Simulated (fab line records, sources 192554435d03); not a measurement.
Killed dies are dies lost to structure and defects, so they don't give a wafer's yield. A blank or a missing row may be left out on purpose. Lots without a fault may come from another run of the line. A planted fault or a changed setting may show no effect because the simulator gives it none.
fab line records | flow n5_finfet
record lots=7 wafers=21
route steps=1938 shown DUMMY_GATE@228 SD_EPI_N@288 SD_EPI_P@300 SDB@350
start_h: hours from the record's first day to the start of the lot's first wafer shown | wait_h: hours since the lot's step before | " the same as in the row above | L1.1+2: a row that stands for several wafers | - no value, or no start given | * or withheld: withheld | < > ~ a bound
route shown NAME@n: a module of which the file shows steps, and the number in the route of the first | usual: mean/standard deviation of fault-free wafers | same: alike in all rows | chamber/n: place in a boat | sites: the reading at each site | _std_site: their standard deviation | _edge_site: outer sites' mean less inner sites' | radius_mm: how far each site lies from the wafer's centre | mask NAME#n: copy n | behind: the tool/chamber that last shaped the wafer | hold: why the lot was held/for how many hours/how that ended | device: the transistor (n, p or np) that didn't switch | end of line: the same wafers' tests at the end of the route | a step without rows: its recipe alone | killed: dies lost to structure and defects at the first sort, not the wafer's yield | map: a wafer's dies, x killed, . not, _ none there
set.NAME: the setting as run; set.NAME@STEP: as run at that earlier step | model.NAME: the simulator's own value behind a step, which no gauge read
lots whose settings were changed on purpose; a table a step, a row a wafer
## steps
# step N5_DUMMY_GATE_EXPOSE_12
# recipe mask_id=GATE na=0.33 source_shape=annular sigma_inner=0.2 sigma_outer=0.6 polarization=unpolarized target_cd_nm=25 dose_mj=34
# columns lot.wafer tool chamber start_h wait_h mask set.dose_mj
L074.1+3 euv_scanner-01 0 46.88 - GATE#0 35.1
L074.6 " 0 " " GATE#0 34
L075.1+2+5 euv_scanner-02 0 54.79 - GATE#0 34
L077.1+3 euv_scanner-01 0 65.11 - GATE#0 34
L077.6 " 0 " " GATE#0 31.63
L083.2 euv_scanner-02 0 107.60 - GATE#0 32.09
L083.5+6 " 0 " " GATE#0 34
L088.1+4+5 euv_scanner-02 0 129.23 - GATE#0 34
L090.3+6 euv_scanner-02 0 142.68 - GATE#0 35.41
L090.5 " 0 " " GATE#0 34
L093.1+4 euv_scanner-01 0 160.51 - GATE#0 34
L093.5 " 0 " " GATE#0 35.54
# step N5_DUMMY_GATE_PEB_13
# recipe peb_temp_c=100 peb_time_s=60 resist=CAR-EUV
# step N5_DUMMY_GATE_DEVELOP_14
# recipe develop_time_s=30 developer=TMAH resist=CAR-EUV rinse_liquid=surfactant_rinse dry=air_spin dev_temp_c=23
# columns lot.wafer tool chamber start_h wait_h set.spin_rpm@DUMMY_GATE_COAT_09 model.CAR-EUV_of_DUMMY_GATE_COAT_09.thk_nm
L074.1 litho_track-03 0 - - 1500 29.6
L074.3 " 0 " " 1651 28
L074.6 " 0 " " 1651 28.2
L075.1 litho_track-03 0 - - 1500 29.6
L075.2+5 " 0 " " 1500 29.4
L077.1+6 litho_track-02 0 - - 1500 29.6
L077.3 " 0 " " 1376 31
L083.2+5+6 litho_track-03 0 - - 1500 29.4
L088.1+5 litho_track-01 0 - - 1500 29.4
L088.4 " 0 " " 1500 29.6
L090.3+5+6 litho_track-02 0 - - 1361 31
L093.1 litho_track-01 0 - - 1419 30.2
L093.4 " 0 " " 1500 29.6
L093.5 " 0 " " 1419 30.4
# step N5_DUMMY_GATE_CD_MEAS_15
# recipe target_cd_nm=25.8 landing_energy_ev=500 detector=se_inlens
# usual cd_nm=24.93/0.25
# columns lot.wafer tool chamber start_h wait_h set.dose_mj@DUMMY_GATE_EXPOSE_12 cd_nm
L074.1 cd_sem-01 0 47.01 - 35.1 24.52
L074.3 " 0 " " 35.1 24.04
L074.6 " 0 " " 34 25.40
L075.1 cd_sem-03 0 54.92 - 34 25.00
L075.2 " 0 " " 34 25.18
L075.5 " 0 " " 34 25.19
L077.1 cd_sem-03 0 65.24 - 34 24.67
L077.3 " 0 " " 34 24.81
L077.6 " 0 " " 31.63 25.96
L083.2 cd_sem-02 0 107.72 - 32.09 25.87
L083.5 " 0 " " 34 24.78
L083.6 " 0 " " 34 24.65
L088.1 cd_sem-01 0 129.35 - 34 24.92
L088.4 " 0 " " 34 25.27
L088.5 " 0 " " 34 25.19
L090.3 cd_sem-02 0 142.80 - 35.41 24.32
L090.5 " 0 " " 34 25.14
L090.6 " 0 " " 35.41 24.28
L093.1 cd_sem-02 0 160.64 - 34 24.97
L093.4 " 0 " " 34 25.31
L093.5 " 0 " " 35.54 24.35
# step N5_DUMMY_GATE_DESCUM_20
# recipe chemistry=O2 time_s=6.2 source_power_w=50 bias_power_w=20 pressure_mtorr=20 rf_frequency_hz=2.712e+07 temp_c=40 resist=CAR-EUV o2_flow_sccm=225
# step N5_DUMMY_GATE_ETCH_29
# recipe chemistry=N2/H2 target=underlayer target_depth_a=130 ion_energy_ev=200 pressure_mtorr=30 source_w=840 bias_w=150 n2_flow_sccm=200 h2_flow_sccm=200
# columns lot.wafer tool chamber start_h wait_h set.spin_rpm@DUMMY_GATE_COAT_09 model.CAR-EUV_of_DUMMY_GATE_COAT_09.thk_nm
L074.1 rie_diel-05 3 47.20 0.0 1500 19.2
L074.3 " 1 " " 1651 17.2
L074.6 " 3 " " 1651 17.6
L075.1 rie_diel-03 0 55.13 0.0 1500 19
L075.2+5 " 2 " " 1500 18.8
L077.1 rie_diel-05 3 65.44 0.0 1500 19
L077.3 " 2 " " 1376 20.2
L077.6 " 0 " " 1500 18.6
L083.2 rie_diel-05 3 108.13 0.0 1500 19
L083.5+6 " 0,1 " " 1500 18.6
L088.1+4 rie_diel-04 1,3 129.55 0.0 1500 18.6
L088.5 " 2 " " 1500 18.8
L090.3+5+6 rie_diel-03 2,0,3 142.99 0.0 1361 20.2
L093.1 rie_diel-04 1 160.88 0.0 1419 19.4
L093.4 " 2 " " 1500 19
L093.5 " 0 " " 1419 20
# step N5_DUMMY_GATE_ETCH_36
# recipe chemistry=CF4 target=SiARC target_depth_a=130 pressure_mtorr=40 source_w=545 bias_w=36 Ar_flow_sccm=100 cf4_flow_sccm=100 ion_energy_ev=80
# step N5_DUMMY_GATE_ETCH_37
# recipe chemistry=N2/H2 target=SOC target_depth_a=600 overetch_a=300 temp_c=40 ion_energy_ev=200 pressure_mtorr=30 source_w=840 bias_w=150 n2_flow_sccm=200 h2_flow_sccm=200
# step N5_DUMMY_GATE_STRIP_38
# recipe chemistry=N2/H2 temp_c=40 n2_flow_sccm=200 h2_flow_sccm=200 rf_frequency_hz=6e+07
# step N5_DUMMY_GATE_STRIP_39
# recipe chemistry=N2/H2 temp_c=40 n2_flow_sccm=200 h2_flow_sccm=200 rf_frequency_hz=6e+07
# step N5_DUMMY_GATE_TRIM_49
# recipe chemistry=O2 resist=SOC time_s=29 target_cd_nm=14 source_power_w=300 bias_power_w=0 O2_flow_sccm=100 temp_c=20
# columns lot.wafer tool chamber start_h wait_h set.dose_mj@DUMMY_GATE_EXPOSE_12 model.DUMMY_GATE.cd_nm
L074.1 rie_si-03 2 47.36 0.0 35.1 13.6
L074.3 " 3 " " 35.1 13.2
L074.6 " 0 " " 34 14
L075.1 rie_si-01 0 55.29 0.0 34 14.2
L075.2+5 " 3,1 " " 34 13.8
L077.1+3 rie_si-01 1,3 65.60 0.0 34 14
L077.6 " 1 " " 31.63 15.4
L083.2 rie_si-03 1 108.29 0.0 32.09 15.2
L083.5+6 " 0,1 " " 34 13.6
L088.1+4 rie_si-05 2,1 129.71 0.0 34 14
L088.5 " 3 " " 34 14.2
L090.3 rie_si-05 1 143.16 0.0 35.41 13
L090.5 " 2 " " 34 14
L090.6 " 1 " " 35.41 13.2
L093.1 rie_si-01 0 161.04 0.0 34 13.8
L093.4 " 1 " " 34 14
L093.5 " 1 " " 35.54 13.2
# step N5_DUMMY_GATE_STRIP_40
# recipe chemistry=CF4 resist=SiARC power_w=300 bias_power_w=75 pressure_mtorr=50 cf4_flow_sccm=150 rf_frequency_hz=6e+07
# step N5_DUMMY_GATE_CD_MEAS_50
# recipe target_cd_nm=14
# usual cd_nm=13.95/0.29
# columns lot.wafer tool chamber start_h wait_h set.dose_mj@DUMMY_GATE_EXPOSE_12 cd_nm
L074.1 cd_sem-02 - 47.51 0.0 35.1 13.70
L074.3 " - " " 35.1 13.22
L074.6 " - " " 34 14.30
L075.1 cd_sem-01 - 55.43 0.0 34 14.16
L075.2 " - " " 34 13.52
L075.5 " - " " 34 13.53
L077.1 cd_sem-01 - 65.75 0.0 34 13.86
L077.3 " - " " 34 14.26
L077.6 " - " " 31.63 15.32
L083.2 cd_sem-02 - 108.44 0.0 32.09 15.03
L083.5 " - " " 34 13.84
L083.6 " - " " 34 13.66
L088.1 cd_sem-03 - 129.86 0.0 34 14.29
L088.4 " - " " 34 13.67
L088.5 " - " " 34 14.17
L090.3 cd_sem-02 - 143.31 0.0 35.41 12.77
L090.5 " - " " 34 13.95
L090.6 " - " " 35.41 12.75
L093.1 cd_sem-03 - 161.31 0.0 34 13.76
L093.4 " - " " 34 14.06
L093.5 " - " " 35.54 13.22
# step N5_DUMMY_GATE_ETCH_31
# recipe chemistry=C4F6/O2 target=SiO2 mask_material=SOC target_depth_a=825 time_s=27.5 ion_energy_ev=250 pressure_mtorr=30 source_w=345 bias_w=185 Ar_flow_sccm=300 C4F6_flow_sccm=10 O2_flow_sccm=10
# step N5_DUMMY_GATE_STRIP_41
# recipe chemistry=O2 power_w=400 temp_c=40 pressure_mtorr=30 rf_frequency_hz=6e+07 bias_power_w=0 overash_fraction=0.3 o2_flow_sccm=225
# step N5_DUMMY_GATE_ETCH_23
# recipe chemistry=HBr/Cl2/O2 HBr_flow_sccm=150 Cl2_flow_sccm=80 O2_flow_sccm=12 bias_w=102 target_depth_a=410 time_s=22.3 target=poly-Si mask_material=SiO2 pressure_mtorr=10 icp_w=800
# step N5_DUMMY_GATE_ETCH_44
# recipe chemistry=HBr/O2 over_etch_frac=0.7 target_depth_a=1275 stop_on=SiO2 ion_energy_ev=60 bias_w=20 target=poly-Si mask_material=SiO2 pressure_mtorr=20 icp_w=400 HBr_flow_sccm=120 O2_flow_sccm=10
# step N5_DUMMY_GATE_CD_MEAS_24
# recipe target_cd_nm=15
# usual cd_nm=14.9/0.32
# columns lot.wafer tool chamber start_h wait_h set.dose_mj@DUMMY_GATE_EXPOSE_12 cd_nm
L074.1 cd_sem-02 - 48.35 0.2 35.1 14.9
L074.3 " - " " 35.1 14.4
L074.6 " - " " 34 15.0
L075.1 cd_sem-01 - 55.93 0.1 34 15.1
L075.2 " - " " 34 14.7
L075.5 " - " " 34 14.5
L077.1 cd_sem-03 - 66.24 0.1 34 14.9
L077.3 " - " " 34 15.2
L077.6 " - " " 31.63 16.4
L083.2 cd_sem-01 - 108.95 0.1 32.09 16.2
L083.5 " - " " 34 14.8
L083.6 " - " " 34 14.6
L088.1 cd_sem-02 - 130.35 0.1 34 14.4
L088.4 " - " " 34 14.5
L088.5 " - " " 34 14.8
L090.3 cd_sem-03 - 143.82 0.1 35.41 14.4
L090.5 " - " " 34 15.1
L090.6 " - " " 35.41 14.1
L093.1 cd_sem-02 - 161.81 0.1 34 15.1
L093.4 " - " " 34 14.7
L093.5 " - " " 35.54 14.4
# step N5_DUMMY_GATE_ETCH_42
# recipe chemistry=CHF3/O2 target=SiO2 target_depth_a=35 time_s=31 ion_energy_ev=30 bias_w=12 pressure_mtorr=30 source_w=600 Ar_flow_sccm=200 CHF3_flow_sccm=50 O2_flow_sccm=5
# columns lot.wafer tool chamber start_h wait_h set.dose_mj@DUMMY_GATE_EXPOSE_12 model.DUMMY_GATE.cd_nm
L074.1 rie_diel-05 2 48.39 0.0 35.1 14.8
L074.3 " 1 " " 35.1 14.2
L074.6 " 3 " " 34 15
L075.1 rie_diel-04 0 55.98 0.0 34 15.2
L075.2 " 1 " " 34 14.6
L075.5 " 1 " " 34 15
L077.1+3 rie_diel-04 1,3 66.29 0.0 34 15
L077.6 " 0 " " 31.63 16.4
L083.2 rie_diel-03 2 108.99 0.0 32.09 16.4
L083.5+6 " 3,0 " " 34 14.8
L088.1 rie_diel-04 2 130.45 0.1 34 14.6
L088.4 " 0 " " 34 14.8
L088.5 " 1 " " 34 15
L090.3+6 rie_diel-04 3,0 143.93 0.1 35.41 14
L090.5 " 1 " " 34 15
L093.1 rie_diel-04 0 161.86 0.0 34 15
L093.4 " 1 " " 34 14.8
L093.5 " 0 " " 35.54 14.2
# step N5_SD_EPI_N_EPI_21
# recipe material=Si:P dopant=P temp_c=680 pressure_torr=255 time_s=690
# columns lot.wafer tool chamber start_h wait_h set.epi_growth_time_s model.Si-P_of_SD_EPI_N_EPI_21.thk_nm
L074.1+3 epi_rpcvd-02 0 51.73 0.1 690 58.8
L074.6 " 0 53.13 1.4 690 58.6
L075.1 epi_rpcvd-02 0 59.71 0.1 690 58.4
L075.2 " 0 " " 690 58.8
L075.5 " 0 " " 690 57.8
L077.1 epi_rpcvd-03 0 69.62 0.1 690 59
L077.3 " 0 " " 715.9 61.4
L077.6 " 0 " " 715.9 61
L083.2 epi_rpcvd-01 0 112.48 0.4 690 58.6
L083.5 " 0 " " 690 59
L083.6 " 0 " " 690 58.2
L088.1 epi_rpcvd-03 0 133.33 0.1 690 58.4
L088.4 " 0 " " 690 59.8
L088.5 " 0 " " 690 59.4
L090.3+5 epi_rpcvd-03 0 147.49 0.7 690 58.8
L090.6 " 0 " " 690 59.4
L093.1+5 epi_rpcvd-01 0 164.81 0.1 690 59.4
L093.4 " 0 " " 618.9 55.8
# step N5_SD_EPI_P_EXPOSE_06
# recipe mask_id=SD_P_BLK na=1.35 source_shape=conventional sigma_outer=0.8 polarization=unpolarized target_cd_nm=240 dose_mj=39.5
# columns lot.wafer tool chamber start_h wait_h mask set.dose_mj
L074.1 arfi_scanner-03 0 54.23 - SD_P_BLK#0 38.01
L074.3+6 " 0 " " SD_P_BLK#0 39.5
L075.1+2+5 arfi_scanner-02 0 62.26 - SD_P_BLK#0 39.5
L077.1+3+6 arfi_scanner-03 0 72.05 - SD_P_BLK#0 39.5
L083.2+6 arfi_scanner-03 0 114.63 - SD_P_BLK#0 37.23
L083.5 " 0 " " SD_P_BLK#0 39.5
L088.1+4 arfi_scanner-02 0 135.78 - SD_P_BLK#0 40.84
L088.5 " 0 " " SD_P_BLK#0 39.5
L090.3+6 arfi_scanner-02 0 149.49 - SD_P_BLK#0 39.5
L090.5 " 0 " " SD_P_BLK#0 38.6
L093.1 arfi_scanner-02 0 167.56 - SD_P_BLK#0 39.5
L093.4+5 " 0 " " SD_P_BLK#0 38.42
# step N5_SD_EPI_P_PEB_07
# recipe peb_temp_c=110 peb_time_s=60 resist=CAR-ArF-block
# step N5_SD_EPI_P_DEVELOP_08
# recipe develop_time_s=30 developer=TMAH resist=CAR-ArF-block dev_temp_c=23 rinse_liquid=diw dry=air_spin
# step N5_SD_EPI_P_CD_MEAS_09
# recipe target_cd_nm=240 landing_energy_ev=500 detector=se_inlens
# usual cd_nm=239.9/0.81
# columns lot.wafer tool chamber start_h wait_h set.dose_mj@SD_EPI_P_EXPOSE_06 cd_nm
L074.1 cd_sem-02 0 54.35 - 38.01 237.0
L074.3 " 0 " " 39.5 239.7
L074.6 " 0 " " 39.5 239.5
L075.1 cd_sem-02 0 62.38 - 39.5 239.9
L075.2 " 0 " " 39.5 239.4
L075.5 " 0 " " 39.5 240.6
L077.1 cd_sem-02 0 72.18 - 39.5 239.9
L077.3 " 0 " " 39.5 240.0
L077.6 " 0 " " 39.5 240.4
L083.2 cd_sem-02 0 114.75 - 37.23 234.3
L083.5 " 0 " " 39.5 238.7
L083.6 " 0 " " 37.23 234.0
L088.1 cd_sem-02 0 135.91 - 40.84 242.5
L088.4 " 0 " " 40.84 242.8
L088.5 " 0 " " 39.5 240.7
L090.3 cd_sem-02 0 149.60 - 39.5 240.3
L090.5 " 0 " " 38.6 239.2
L090.6 " 0 " " 39.5 240.6
L093.1 cd_sem-01 0 167.68 - 39.5 240.2
L093.4 " 0 " " 38.42 238.1
L093.5 " 0 " " 38.42 237.5
# step N5_SD_EPI_P_DESCUM_14
# recipe chemistry=O2 time_s=7.9 source_power_w=50 bias_power_w=20 pressure_mtorr=20 rf_frequency_hz=2.712e+07 temp_c=40 resist=CAR-ArF-block o2_flow_sccm=225
# columns lot.wafer tool chamber start_h wait_h set.dose_mj@SD_EPI_P_EXPOSE_06 model.SD_EPI_P.cd_nm
L074.1 rie_diel-05 2 54.44 0.0 38.01 237.2
L074.3 " 3 " " 39.5 240
L074.6 " 3 " " 39.5 239.6
L075.1 rie_diel-03 0 62.47 0.0 39.5 239.6
L075.2 " 2 " " 39.5 239.8
L075.5 " 3 " " 39.5 240.6
L077.1+6 rie_diel-04 2 72.42 0.2 39.5 240.2
L077.3 " 0 " " 39.5 239.8
L083.2+6 rie_diel-04 0,1 114.84 0.0 37.23 234.4
L083.5 " 0 " " 39.5 238.8
L088.1 rie_diel-04 3 136.47 0.5 40.84 242.4
L088.4 " 0 " " 40.84 243.2
L088.5 " 2 " " 39.5 240.6
L090.3+6 rie_diel-04 2,3 149.69 0.0 39.5 240.4
L090.5 " 2 " " 38.6 239.4
L093.1 rie_diel-03 0 167.77 0.0 39.5 240.4
L093.4 " 3 " " 38.42 238.2
L093.5 " 1 " " 38.42 237.6
# step N5_SD_EPI_P_ETCH_36
# recipe chemistry=CF4 target=SiARC target_depth_a=455 mask_material=CAR-ArF-block time_s=75.8 ion_energy_ev=80 pressure_mtorr=40 source_w=545 bias_w=36 Ar_flow_sccm=100 cf4_flow_sccm=100 ends=cleared
# columns lot.wafer tool chamber start_h wait_h set.dose_mj@SD_EPI_P_EXPOSE_06 model.SD_EPI_P.cd_nm
L074.1 rie_diel-05 2 54.48 0.0 38.01 237
L074.3 " 3 " " 39.5 240
L074.6 " 3 " " 39.5 239.4
L075.1 rie_diel-03 0 62.50 0.0 39.5 239.6
L075.2 " 2 " " 39.5 239.8
L075.5 " 3 " " 39.5 240.4
L077.1+6 rie_diel-04 2 72.45 0.0 39.5 240.2
L077.3 " 0 " " 39.5 240
L083.2 rie_diel-04 0 114.87 0.0 37.23 234.2
L083.5 " 0 " " 39.5 238.8
L083.6 " 1 " " 37.23 234.4
L088.1 rie_diel-04 3 136.50 0.0 40.84 242.6
L088.4 " 0 " " 40.84 243.2
L088.5 " 2 " " 39.5 240.6
L090.3+6 rie_diel-04 2,3 149.72 0.0 39.5 240.2
L090.5 " 2 " " 38.6 239.2
L093.1 rie_diel-03 0 167.80 0.0 39.5 240.2
L093.4 " 3 " " 38.42 238.2
L093.5 " 1 " " 38.42 237.4
# step N5_SD_EPI_P_ETCH_37
# recipe chemistry=N2/H2 target=SOC overetch_a=1080 mask_material=SiARC temp_c=40 ion_energy_ev=100 source_w=3000 bias_w=133 pressure_mtorr=20 time_s=486 n2_flow_sccm=200 h2_flow_sccm=200 ends=end_point
# step N5_SD_EPI_P_STRIP_38
# recipe chemistry=N2/H2 temp_c=40 n2_flow_sccm=200 h2_flow_sccm=200 rf_frequency_hz=6e+07
# step N5_SD_EPI_P_EPI_21
# recipe material=SiGe:B dopant=B temp_c=550 pressure_torr=20 ambient=H2 time_s=355
# step N5_SD_EPI_P_HM_STRIP_48
# recipe chemistry=H3PO4 temp_c=160 material=SiNx target=SiNx target_depth_a=30 overetch_fraction=0.3
# columns lot.wafer tool chamber start_h wait_h set.epi_growth_time_s@SD_EPI_N_EPI_21 model.Si-P_of_SD_EPI_N_EPI_21.thk_nm
L074.1 wet_bench-03 5 58.07 0.0 690 58.2
L074.3+6 " 0,7 " " 690 58
L075.1 wet_bench-02 0 66.89 0.0 690 57.6
L075.2 " 1 " " 690 58.2
L075.5 " 3 " " 690 57.2
L077.1 wet_bench-03 3 76.01 0.0 690 58.4
L077.3 " 6 " " 715.9 60.6
L077.6 " 2 " " 715.9 60.2
L083.2 wet_bench-05 5 119.66 0.0 690 58
L083.5 " 7 " " 690 58.2
L083.6 " 4 " " 690 57.6
L088.1 wet_bench-02 4 140.04 0.0 690 57.8
L088.4 " 3 " " 690 59.2
L088.5 " 1 " " 690 58.8
L090.3 wet_bench-02 5 153.29 0.0 690 58
L090.5 " 4 " " 690 58.2
L090.6 " 6 " " 690 58.6
L093.1+5 wet_bench-05 2,3 171.35 0.0 690 58.8
L093.4 " 6 " " 618.9 55.2
# step N5_SDB_COAT_05
# recipe resist=CAR-ArF spin_rpm=1500 resist_thk_nm=90
# columns lot.wafer tool chamber start_h wait_h set.spin_rpm model.CAR-ArF_of_SDB_COAT_05.thk_nm
L074.1 litho_track-03 0 - - 1548 88.4
L074.3 " 0 " " 1500 90.2
L074.6 " 0 " " 1548 88.6
L075.1+2+5 litho_track-05 0 - - 1500 90
L077.1+3 litho_track-05 0 - - 1628 86.6
L077.6 " 0 " " 1628 86.8
L083.2 litho_track-01 0 - - 1586 88
L083.5 " 0 " " 1586 87.8
L083.6 " 0 " " 1500 90.4
L088.1 litho_track-01 0 - - 1500 90.4
L088.4 " 0 " " 1409 93.2
L088.5 " 0 " " 1500 90.2
L090.3 litho_track-03 0 - - 1500 89.8
L090.5 " 0 " " 1408 93
L090.6 " 0 " " 1408 92.6
L093.1 litho_track-01 0 - - 1500 89.8
L093.4 " 0 " " 1500 89.6
L093.5 " 0 " " 1500 90
# step N5_SDB_EBR_07
# recipe solvent=PGMEA ebr_width_mm=1.5
# step N5_SDB_SOFTBAKE_06
# recipe temp_c=110 time_s=60 resist=CAR-ArF
# step N5_SDB_EXPOSE_08
# recipe mask_id=SDB na=1.35 source_shape=conventional sigma_outer=0.5 polarization=unpolarized dose_mj=49.6
# step N5_SDB_PEB_09
# recipe peb_temp_c=withheld peb_time_s=60 resist=CAR-ArF
# step N5_SDB_DEVELOP_10
# recipe develop_time_s=30 developer=TMAH resist=CAR-ArF rinse_liquid=diw dry=air_spin dev_temp_c=23
# columns lot.wafer tool chamber start_h wait_h set.spin_rpm@SDB_COAT_05 model.CAR-ArF_of_SDB_COAT_05.thk_nm
L074.1 litho_track-01 0 - - 1548 86.8
L074.3 " 0 " " 1500 88.4
L074.6 " 0 " " 1548 87
L075.1 litho_track-05 0 - - 1500 88.4
L075.2+5 " 0 " " 1500 88.2
L077.1 litho_track-01 0 - - 1628 85
L077.3 " 0 " " 1628 84.8
L077.6 " 0 " " 1628 85.2
L083.2+5 litho_track-03 0 - - 1586 86.2
L083.6 " 0 " " 1500 88.8
L088.1+5 litho_track-01 0 - - 1500 88.6
L088.4 " 0 " " 1409 91.6
L090.3 litho_track-05 0 - - 1500 88
L090.5 " 0 " " 1408 91.2
L090.6 " 0 " " 1408 91
L093.1+5 litho_track-03 0 - - 1500 88.2
L093.4 " 0 " " 1500 88
## key
split step=N5_DUMMY_GATE_EXPOSE_12 setting=dose_mj stated=34 by=wafer
response step=N5_DUMMY_GATE_CD_MEAS_15 reading=cd_nm change=-0.2 per=1% r=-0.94
response step=N5_DUMMY_GATE_TRIM_49 reading=model.DUMMY_GATE.cd_nm change=-0.215 per=1% r=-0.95
response step=N5_DUMMY_GATE_CD_MEAS_50 reading=cd_nm change=-0.209 per=1% r=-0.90
response step=N5_DUMMY_GATE_CD_MEAS_24 reading=cd_nm change=-0.194 per=1% r=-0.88
response step=N5_DUMMY_GATE_ETCH_42 reading=model.DUMMY_GATE.cd_nm change=-0.216 per=1% r=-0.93
split step=N5_SD_EPI_N_EPI_21 setting=epi_growth_time_s stated=690 by=wafer
response step=N5_SD_EPI_N_EPI_21 reading=model.Si-P_of_SD_EPI_N_EPI_21.thk_nm change=+0.377 per=1% r=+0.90
response step=N5_SD_EPI_P_HM_STRIP_48 reading=model.Si-P_of_SD_EPI_N_EPI_21.thk_nm change=+0.371 per=1% r=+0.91
split step=N5_SD_EPI_P_EXPOSE_06 setting=dose_mj stated=39.5 by=wafer
response step=N5_SD_EPI_P_CD_MEAS_09 reading=cd_nm change=+0.733 per=1% r=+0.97
response step=N5_SD_EPI_P_DESCUM_14 reading=model.SD_EPI_P.cd_nm change=+0.723 per=1% r=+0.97
response step=N5_SD_EPI_P_ETCH_36 reading=model.SD_EPI_P.cd_nm change=+0.738 per=1% r=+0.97
split step=N5_SDB_COAT_05 setting=spin_rpm stated=1500 by=wafer
response step=N5_SDB_COAT_05 reading=model.CAR-ArF_of_SDB_COAT_05.thk_nm change=-0.474 per=1% r=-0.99
response step=N5_SDB_DEVELOP_10 reading=model.CAR-ArF_of_SDB_COAT_05.thk_nm change=-0.484 per=1% r=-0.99
split outside_this_file step=N5_DUMMY_GATE_COAT_09 setting=spin_rpm
# split outside_this_file: this setting was split too, and the file shows its column; the key of that split is in another file
